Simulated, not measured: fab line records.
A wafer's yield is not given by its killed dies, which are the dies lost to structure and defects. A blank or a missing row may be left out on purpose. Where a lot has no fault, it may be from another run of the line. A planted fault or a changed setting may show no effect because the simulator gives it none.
Chamber matching / flow n5_finfet / rie_diel-03 running N5_BEOL_M0_ETCH_128: 4 sister chambers
The step etches SiCN in CF4/N2, target depth 12 nm, overetch 5.1 nm, time 21.4 s. 16 wafers are shown with their chamber, then 8 later ones without.

== WAFERS WITH THEIR CHAMBER ==
wafer=L081.3; chamber=0; drypump_motor_current_A (A)=5.3; throttle_valve_pct (%)=15.49; showerhead_plenum_p_Torr (Torr)=2.20
wafer=L081.4; chamber=2; drypump_motor_current_A (A)=6.0; throttle_valve_pct (%)=15.91; showerhead_plenum_p_Torr (Torr)=2.27
wafer=L081.5; chamber=0; drypump_motor_current_A (A)=5.3; throttle_valve_pct (%)=15.49; showerhead_plenum_p_Torr (Torr)=2.20
wafer=L082.1; chamber=3; drypump_motor_current_A (A)=5.5; throttle_valve_pct (%)=15.42; showerhead_plenum_p_Torr (Torr)=2.18
wafer=L082.2; chamber=1; drypump_motor_current_A (A)=6.6; throttle_valve_pct (%)=15.10; showerhead_plenum_p_Torr (Torr)=2.16
wafer=L082.6; chamber=3; drypump_motor_current_A (A)=5.5; throttle_valve_pct (%)=15.41; showerhead_plenum_p_Torr (Torr)=2.18
wafer=L083.2; chamber=3; drypump_motor_current_A (A)=5.5; throttle_valve_pct (%)=15.42; showerhead_plenum_p_Torr (Torr)=2.18
wafer=L083.4; chamber=2; drypump_motor_current_A (A)=6.0; throttle_valve_pct (%)=15.90; showerhead_plenum_p_Torr (Torr)=2.27
wafer=L083.6; chamber=3; drypump_motor_current_A (A)=5.5; throttle_valve_pct (%)=15.41; showerhead_plenum_p_Torr (Torr)=2.18
wafer=L090.3; chamber=3; drypump_motor_current_A (A)=5.5; throttle_valve_pct (%)=15.46; showerhead_plenum_p_Torr (Torr)=2.17
wafer=L090.5; chamber=1; drypump_motor_current_A (A)=6.6; throttle_valve_pct (%)=15.15; showerhead_plenum_p_Torr (Torr)=2.15
wafer=L090.6; chamber=0; drypump_motor_current_A (A)=5.4; throttle_valve_pct (%)=15.53; showerhead_plenum_p_Torr (Torr)=2.19
wafer=L092.2; chamber=2; drypump_motor_current_A (A)=5.9; throttle_valve_pct (%)=15.96; showerhead_plenum_p_Torr (Torr)=2.26
wafer=L092.4; chamber=3; drypump_motor_current_A (A)=5.5; throttle_valve_pct (%)=15.45; showerhead_plenum_p_Torr (Torr)=2.17
wafer=L092.6; chamber=2; drypump_motor_current_A (A)=5.9; throttle_valve_pct (%)=15.96; showerhead_plenum_p_Torr (Torr)=2.26
wafer=L093.1; chamber=1; drypump_motor_current_A (A)=6.5; throttle_valve_pct (%)=15.16; showerhead_plenum_p_Torr (Torr)=2.15

SIGNATURES (means of the wafers above)
reading=drypump_motor_current_A; chamber 0=5.333; chamber 1=6.567; chamber 2=5.950; chamber 3=5.500; scatter within a chamber=0.0441
reading=throttle_valve_pct; chamber 0=15.5033; chamber 1=15.1367; chamber 2=15.9325; chamber 3=15.4283; scatter within a chamber=0.0266
reading=showerhead_plenum_p_Torr; chamber 0=2.1967; chamber 1=2.1533; chamber 2=2.2650; chamber 3=2.1767; scatter within a chamber=0.00553
Rule: a wafer lies at a distance from a chamber equal to the root of the sum of squares, over the readings, of (its reading less the chamber's mean, divided by the reading's scatter). If the next closest chamber is less than 2 further off than the closest, the wafer can't be placed; otherwise it belongs to the closest. The scatter: take each reading less its chamber's mean, square it, sum over the shown wafers, divide by the number of wafers less the number of chambers, and take the root.

== WAFERS MISSING THEIR CHAMBER ==
wafer=L093.4; drypump_motor_current_A (A)=6.0; throttle_valve_pct (%)=15.96; showerhead_plenum_p_Torr (Torr)=2.26
wafer=L093.6; drypump_motor_current_A (A)=6.0; throttle_valve_pct (%)=15.96; showerhead_plenum_p_Torr (Torr)=2.26
wafer=L095.3; drypump_motor_current_A (A)=5.4; throttle_valve_pct (%)=15.57; showerhead_plenum_p_Torr (Torr)=2.18
wafer=L095.5; drypump_motor_current_A (A)=5.9; throttle_valve_pct (%)=15.99; showerhead_plenum_p_Torr (Torr)=2.26
wafer=L095.6; drypump_motor_current_A (A)=5.5; throttle_valve_pct (%)=15.48; showerhead_plenum_p_Torr (Torr)=2.16
wafer=L096.1; drypump_motor_current_A (A)=6.6; throttle_valve_pct (%)=15.16; showerhead_plenum_p_Torr (Torr)=2.15
wafer=L096.4; drypump_motor_current_A (A)=5.5; throttle_valve_pct (%)=15.47; showerhead_plenum_p_Torr (Torr)=2.16
wafer=L096.6; drypump_motor_current_A (A)=5.3; throttle_valve_pct (%)=15.58; showerhead_plenum_p_Torr (Torr)=2.18

== WHICH CHAMBER EACH WENT THROUGH ==
wafer=L093.4; from the rows above=2; in truth=2
wafer=L093.6; from the rows above=2; in truth=2
wafer=L095.3; from the rows above=can't be placed: 0 or 3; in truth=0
wafer=L095.5; from the rows above=2; in truth=2
wafer=L095.6; from the rows above=3; in truth=3
wafer=L096.1; from the rows above=1; in truth=1
wafer=L096.4; from the rows above=3; in truth=3
wafer=L096.6; from the rows above=0; in truth=0
7 of 8 placed correctly. Can't be placed from these rows: 1 (the true chamber is among the candidates in 1). Number placed wrongly: 0.
